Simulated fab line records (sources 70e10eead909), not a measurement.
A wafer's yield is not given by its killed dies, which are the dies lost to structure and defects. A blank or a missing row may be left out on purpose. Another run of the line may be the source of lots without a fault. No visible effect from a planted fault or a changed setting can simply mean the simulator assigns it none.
Struck lot and sound lot, side by side + flow nandHarc + 15 steps out of a route of 1302
Sound: the wafers L760.1, L760.2, L760.4. Struck: wafers L771.3, L771.6. (L771.2 of the same lot was not struck and is left out.) The cause comes at the end.
Each step with rows lists, per side, the tool, then ch with its chambers, then its first start. Under that, the readings that differ: sound wafers + struck wafers + difference of the means + sigmas: that difference in standard deviations of wafers without a fault.
alike: readings whose means differ by less than 2 such deviations, and words and numbers that are the same on both sides. not compared: withheld readings, readings that some wafer has no value for, bounds like >300 that may hide the same value, and numbers for which the record gives no deviation and whose values overlap.
Wherever a step has rows on one side only, a row that says differs or no value, or a row with sigmas, the two part there. Numbers that don't overlap but have no deviation are shown without sigmas and don't part them. Lack of a reading on every wafer of one side parts them only where that side has two or more wafers.

NHARC_A_CHANNEL_HOLE_D1_STRIP_27: strips in O2.
  sound: rieDiel-01 ch 0,1,3; struck: rieDiel-01 ch 0,1
  alike: drypumpMotorCurrentA, oesProductAu, rfVppV, showerheadPlenumPTorr, throttleValvePct
  not compared: rfHoursCounterH
then, 2 steps without rows for these wafers: NHARC_A_CHANNEL_HOLE_D1_PRECLEAN_28 (cleans in SC1); NHARC_A_CHANNEL_HOLE_D1_SRD_29.
NHARC_A_CHANNEL_HOLE_D1_CD_MEAS_30:
  sound: cdSem-03 at day 9 00:20; struck: cdSem-02 at day 13 07:53
  alike: cdNm
NHARC_A_CHANNEL_HOLE_D1_XSEM_31:
  sound on xsem-01 ch 0, day 9 00:25; struck on xsem-02 ch 0, day 13 07:59
| reading           | sound          | struck    | difference | sigmas |
|-------------------|----------------|-----------|------------|--------|
| bowNm (nm)        | 9.36 9.30 9.32 | 8.72 8.67 | -0.63      | -2     |
| tiltDeg (degrees) | 0.04 0.04 0.04 | 0.12 0.12 | +0.08      | +2     |
  alike: botCdNm
NHARC_A_CHANNEL_HOLE_D1_INSPECT_40:
  sound: defectInspect-02 at day 9 00:31; struck: defectInspect-02 at day 13 08:05
  alike: rawDefectCount
then, 3 steps without rows for these wafers: NHARC_A_CHANNEL_FILL_D1_PRECLEAN_00 (cleans in SC1); NHARC_A_CHANNEL_FILL_D1_SRD_01; NHARC_A_CHANNEL_FILL_D1_ALD_02 (deposits SiO2, target thk 6 nm, pulse time 10 s, ald cycles 60).
NHARC_A_CHANNEL_FILL_D1_ALD_03: deposits SiNx, target thk 6 nm, pulse time 60 s, ald cycles 58.
  sound: aldSinBatch-03 ch 0; struck: aldSinBatch-02 ch 0
  alike: precursorPulseHeightRel
  not compared: aldCycles
NHARC_A_CHANNEL_FILL_D1_ALD_14: deposits SiO2, target thk 2.5 nm, pulse time 10 s, ald cycles 25.
  sound on aldHk-03 ch 0,2,3, day 9 07:44; struck on aldHk-04 ch 3, day 13 17:44
  alike: heaterPowerW, precursorPulseHeightRel
  not compared: aldCycles
NHARC_A_CHANNEL_FILL_D1_ALD_15: deposits SiNx, target thk 2 nm, pulse time 60 s, ald cycles 19.
  sound: aldSinBatch-03 ch 0; struck: aldSinBatch-01 ch 0
  alike: precursorPulseHeightRel
  not compared: aldCycles
NHARC_A_CHANNEL_FILL_D1_ALD_16: deposits SiO2, target thk 1.5 nm, pulse time 10 s, ald cycles 15.
  sound on aldHk-04 ch 0,1,2, day 9 12:58; struck on aldHk-04 ch 2,3, day 13 22:56
| reading   | sound    | struck | difference | sigmas |
|-----------|----------|--------|------------|--------|
| aldCycles | 15 15 15 | 13 13  | -2         |        |
  alike: heaterPowerW, precursorPulseHeightRel
then, 1 step without rows for these wafers: NHARC_A_CHANNEL_FILL_D1_ANNEAL_17 (time 1800 s).
-- jump in the record: it breaks off in module A_CHANNEL_FILL_D1 and resumes in module END (first step shown: number 1302 of the route), and 16 days separate the struck wafers' starts before and after --
NHARC_END_SORT_01:
  at this point the record logs the struck wafers (prober-01 ch 0, day 29 13:44) and has no rows for the sound ones

WHERE THEY PART
At NHARC_A_CHANNEL_HOLE_D1_XSEM_31 first; at NHARC_END_SORT_01 last (within this record only).

WHY: what had been put in by the simulator
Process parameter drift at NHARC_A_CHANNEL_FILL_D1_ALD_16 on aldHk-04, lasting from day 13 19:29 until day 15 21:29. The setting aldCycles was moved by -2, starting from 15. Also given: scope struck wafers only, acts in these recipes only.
